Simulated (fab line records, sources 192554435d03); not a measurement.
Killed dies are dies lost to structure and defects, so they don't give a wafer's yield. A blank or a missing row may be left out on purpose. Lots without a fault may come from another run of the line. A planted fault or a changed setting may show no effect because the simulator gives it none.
Split-lot experiment | flow n5_finfet | 7 lots, 21 wafers read, on a route of 1938 steps

THE SPLIT
At N5_MOL_CONTACT_COAG_VIA_ETCH_117 (etches SiO2 in C4F6/O2, target depth 40 nm, overetch 8 nm, time 26 s), the setting bias_w was moved away from the recipe's 455 W on 10 of the 21 wafers read, by -14.2% to +17.7%. The other wafers ran this setting at the recipe's value.

The reading is taken at the split's own step.

THE READING
rf_vpp_V, in V, at N5_MOL_CONTACT_COAG_VIA_ETCH_117 (etches SiO2 in C4F6/O2, target depth 40 nm, overetch 8 nm, time 26 s). Fault-free wafers of this fab line usually give 1567 V, standard deviation 38 V.

wafer  | tool, chamber at the split | bias_w as run, W | against the recipe | rf_vpp_V, V | against lot-mates on the recipe
L074.2 | rie_diel-02, 2             | 455              | recipe             | 1569        | -
L074.4 | rie_diel-02, 3             | 455              | recipe             | 1515        | -
L074.5 | rie_diel-02, 2             | 412.3            | -9.4%              | 1456        | -86
L075.3 | rie_diel-02, 3             | 516.5            | +13.5%             | 1666        | +81
L075.4 | rie_diel-02, 1             | 455              | recipe             | 1585        | -
L075.5 | rie_diel-02, 2             | 516.5            | +13.5%             | 1722        | +137
L080.2 | rie_diel-02, 3             | 455              | recipe             | 1516        | -
L080.3 | rie_diel-02, 1             | 535.5            | +17.7%             | 1790        | +274
L080.4 | rie_diel-02, 0             | 535.5            | +17.7%             | 1835        | +319
L084.1 | rie_diel-05, 1             | 455              | recipe             | 1562        | -
L084.3 | rie_diel-05, 0             | 455              | recipe             | 1531        | -
L084.5 | rie_diel-05, 3             | 455              | recipe             | 1599        | -
L086.2 | rie_diel-06, 2             | 390.3            | -14.2%             | 1428        | -181
L086.4 | rie_diel-06, 3             | 455              | recipe             | 1609        | -
L086.6 | rie_diel-06, 3             | 390.3            | -14.2%             | 1434        | -175
L091.1 | rie_diel-06, 0             | 455              | recipe             | 1537        | -
L091.4 | rie_diel-06, 2             | 455              | recipe             | 1603        | -
L091.6 | rie_diel-06, 3             | 533.9            | +17.3%             | 1812        | +242
L097.3 | rie_diel-05, 0             | 455              | recipe             | 1531        | -
L097.4 | rie_diel-05, 1             | 525.4            | +15.5%             | 1736        | +205
L097.6 | rie_diel-05, 0             | 525.4            | +15.5%             | 1704        | +173

THE FIT
A straight line over all 21 wafers: rf_vpp_V changes by +11.5 V for each +1% of bias_w; r = +0.95; the points scatter about the line by 37 V.
The same after taking each lot's own level away (the mean of its wafers on the recipe; 21 wafers): +12.9 V for each +1%; r = +0.96; scatter 39 V.
On that fit, the largest move of bias_w shifts the reading by 2.3e+02 V.
The lots' own levels span 1516.0 to 1609.0 V, that is 2.4 times the standard deviation above.
So the lot-to-lot level changes the slope: the two fits differ.
Check: with one of the wafers moved furthest among these (+17.7%) left out of the fit, the line predicts +223 V for it against its lot-mates. It came out at +274 V against them.
Tool readings at the split's step, against how far the setting was moved: rf_vpp_V r = +0.95.

OTHER SPLITS ON THESE WAFERS
These wafers also went through other splits before the reading. Each is held against what the fit with the lots' levels taken away leaves over:
other split on the same wafers         | wafers away from the commonest value | r with rf_vpp_V (lot level and that fit taken away)
N5_GATE_CUT_COAT_27 spin_rpm           | 6                                    | -0.09
N5_MOL_CONTACT_COAG_COAT_34 spin_rpm   | 12                                   | -0.53
N5_MOL_CONTACT_COAG_ALD_133 ald_cycles | 6                                    | +0.27

THE FILE'S OWN FIT
rf_vpp_V changes by +12.9 V for each +1% of bias_w, r = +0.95.
